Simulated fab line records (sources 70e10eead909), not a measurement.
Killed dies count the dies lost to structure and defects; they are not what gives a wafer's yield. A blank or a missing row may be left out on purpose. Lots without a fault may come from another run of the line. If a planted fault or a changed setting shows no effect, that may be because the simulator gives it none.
Matching of chambers + flow nandHarc + NHARC_A_STAIRCASE_CMP_472 on cmp-01: 4 sister chambers
The step polishes SiO2. 4 wafers are shown with their chamber, then 10 later ones without.

WAFERS, EACH WITH ITS CHAMBER
| wafer  | chamber | motorCurrentA (A) |
|--------|---------|-------------------|
| L081.2 | 0       | 11.0              |
| L081.5 | 3       | 12.0              |
| L086.3 | 1       | 10.4              |
| L086.4 | 2       | 8.5               |

WAFERS WITH NO CHAMBER GIVEN
| wafer  | motorCurrentA (A) |
|--------|-------------------|
| L086.6 | 10.3              |
| L088.3 | 11.0              |
| L088.4 | 13.2              |
| L088.6 | 11.0              |
| L089.1 | 11.3              |
| L089.2 | 10.0              |
| L089.6 | 12.0              |
| L097.1 | 8.6               |
| L097.2 | 11.2              |
| L097.5 | 11.9              |

WHICH CHAMBER EACH WENT THROUGH
| wafer  | from the rows above          | in truth                   |
|--------|------------------------------|----------------------------|
| L086.6 | can't be placed: 1 or 0      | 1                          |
| L088.3 | can't be placed: 0 or 1      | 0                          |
| L088.4 | 3                            | 3                          |
| L088.6 | can't be placed: 0 or 1      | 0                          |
| L089.1 | can't be placed: 0 or 3 or 1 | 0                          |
| L089.2 | can't be placed: 1 or 0      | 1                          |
| L089.6 | 3                            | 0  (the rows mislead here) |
| L097.1 | 2                            | 2                          |
| L097.2 | can't be placed: 0 or 1 or 3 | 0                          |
| L097.5 | can't be placed: 3 or 0      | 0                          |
Correct placement for 2 of the 10. These rows do not allow placing 7 (true chamber among the candidates in 7). Number placed wrongly: 1.
How it was worked out, from the rows above alone: a wafer's distance from a chamber is the root of the sum, over the readings, of the square of ((its reading less the chamber's mean) divided by the reading's scatter). If the next closest chamber is less than 2 further off than the closest, the wafer can't be placed; otherwise it belongs to the closest. For every chamber, the mean is computed from those of its wafers that are shown. The scatter (one wafer shown for each chamber): square how far every hidden wafer sits from the nearest shown wafer, average those squares and take the square root.
